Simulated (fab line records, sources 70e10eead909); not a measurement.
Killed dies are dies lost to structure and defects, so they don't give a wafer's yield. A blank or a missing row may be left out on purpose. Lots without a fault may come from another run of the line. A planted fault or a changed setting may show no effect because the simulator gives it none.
Which tool did it? | flow nand_harc | 14 lots, 42 wafers sampled, at 1 step of a route of 1302

WHAT THE GAUGES READ, wafer by wafer
NHARC_P_M1_CD_MEAS_09: target cd 130 nm. Usual: cd_nm 130.3 nm, standard deviation 0.68.
lot  | measured     | on        | cd_nm (nm)        | flag
L733 | day 6 08:14  | cd_sem-01 | 129.9 130.6 131.0 |
L734 | day 6 08:26  | cd_sem-02 | 130.1 130.7 130.4 |
L736 | day 7 09:48  | cd_sem-01 | 130.0 129.4 130.0 |
L737 | day 7 19:31  | cd_sem-01 | 130.3 130.8 130.7 |
L738 | day 8 06:31  | cd_sem-01 | 130.6 129.5 130.6 |
L739 | day 8 18:34  | cd_sem-03 | 130.9 130.3 130.3 |
L743 | day 10 14:22 | cd_sem-01 | 130.1 129.7 130.6 |
L748 | day 12 09:56 | cd_sem-03 | 129.7 129.8 129.9 |
L750 | day 13 12:23 | cd_sem-03 | 129.4 130.2 130.3 |
L751 | day 13 12:25 | cd_sem-01 | 130.0 130.5 130.4 |
L752 | day 14 01:56 | cd_sem-01 | 130.5 130.0 131.3 |
L753 | day 14 14:29 | cd_sem-02 | 129.3 128.2 129.8 |
L754 | day 14 21:52 | cd_sem-01 | 130.5 131.1 131.0 |
L756 | day 16 03:02 | cd_sem-02 | 130.8 131.1 131.1 |

WHICH TOOL RAN EACH LOT (tool, then ch and the chambers of the sampled wafers, then the start)
The record holds no process step before these readings.

WHAT THE TOOLS THEMSELVES READ (means of the sampled wafers that have a number; where no wafer has one, the mark that the record gives instead)
The record holds no such reading with a usual standard deviation.

THE ANSWER, worked out from the rows above alone
Rule: a lot is off if the mean of its wafers that have a number lies more than 3 standard deviations from the usual mean. A lot without any number at a reading at which 4 lots or more have one is off too. The other lots that the step has rows for count as sound. The gauges are gone through in route order, then the tools' own readings, and for those a lot's mean is taken as printed above. The first step at which some lot is off is used, and at that step the reading that is off furthest; a lot without a number counts as furthest.
No lot is off at any reading shown: from this, nothing can be told.

WHAT THE SIMULATOR HAD PUT IN
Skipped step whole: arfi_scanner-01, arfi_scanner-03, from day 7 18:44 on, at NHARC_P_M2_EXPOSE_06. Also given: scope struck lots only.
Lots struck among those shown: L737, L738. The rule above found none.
